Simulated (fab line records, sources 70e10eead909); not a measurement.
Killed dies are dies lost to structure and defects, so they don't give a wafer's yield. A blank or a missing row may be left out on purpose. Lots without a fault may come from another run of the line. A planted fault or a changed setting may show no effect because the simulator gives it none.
Which tool did it? | flow nand_harc | 7 lots, 21 wafers sampled, at 3 steps of a route of 1302

WHAT THE GAUGES READ, wafer by wafer
NHARC_END_SORT_01.
lot  | measured     | on        | killed_at_other
L321 | day 25 20:32 | prober-02 | 5 2 3
L322 | day 27 03:50 | prober-02 | 0 0 0
L327 | day 28 23:28 | prober-02 | 641 634 0
L330 | day 29 21:08 | prober-01 | 635 638 1

WHICH TOOL RAN EACH LOT (tool, then ch and the chambers of the sampled wafers, then the start)
lot  | NHARC_THIN_TSV_DEP_43           | NHARC_THIN_TSV_ETCHBACK_48
L318 | pecvd-02 ch 0,1,2, day 23 23:27 | rie_diel-06 ch 1,2, day 24 02:30
L321 | pecvd-04 ch 0,1,2, day 25 01:31 | rie_diel-06 ch 0,1,3, day 25 04:53
L322 | pecvd-01 ch 0,2, day 26 12:35   | rie_diel-03 ch 0,1,2, day 26 15:31
L327 | pecvd-04 ch 0,1, day 28 07:02   | rie_diel-03 ch 0,2,3, day 28 10:02
L330 | pecvd-04 ch 0,1, day 29 05:00   | rie_diel-06 ch 0,2,3, day 29 08:13
L336 | pecvd-04 ch 0,1,2, day 32 01:52 | rie_diel-03 ch 0,3, day 32 04:50
L339 | pecvd-04 ch 1,2, day 33 11:22   | rie_diel-01 ch 0,2, day 33 14:19
- NHARC_THIN_TSV_DEP_43: deposits SiO2, target thk 1328.5 nm.
- NHARC_THIN_TSV_ETCHBACK_48: etches the open film in C4F8/Ar, target depth 1028.5 nm, time 405.17 s.

THE ANSWER, worked out from the rows above alone
Rule: what is usual is taken from the lots themselves. Put in order of their means at a reading, lots are off if they are a third of the lots or fewer, leave a main group of 4 or more, and stand apart from it by a gap of 3 or more times the standard deviation of the main group's means; of several such gaps the widest counts. A main group whose means are all the same, to the digits that the tables above print for the reading, isn't used. A lot without any number at a reading at which 4 lots or more have one is off too. The other lots that the step has rows for count as sound.
No lot is off at any reading shown: from this, nothing can be told.

WHAT THE SIMULATOR HAD PUT IN
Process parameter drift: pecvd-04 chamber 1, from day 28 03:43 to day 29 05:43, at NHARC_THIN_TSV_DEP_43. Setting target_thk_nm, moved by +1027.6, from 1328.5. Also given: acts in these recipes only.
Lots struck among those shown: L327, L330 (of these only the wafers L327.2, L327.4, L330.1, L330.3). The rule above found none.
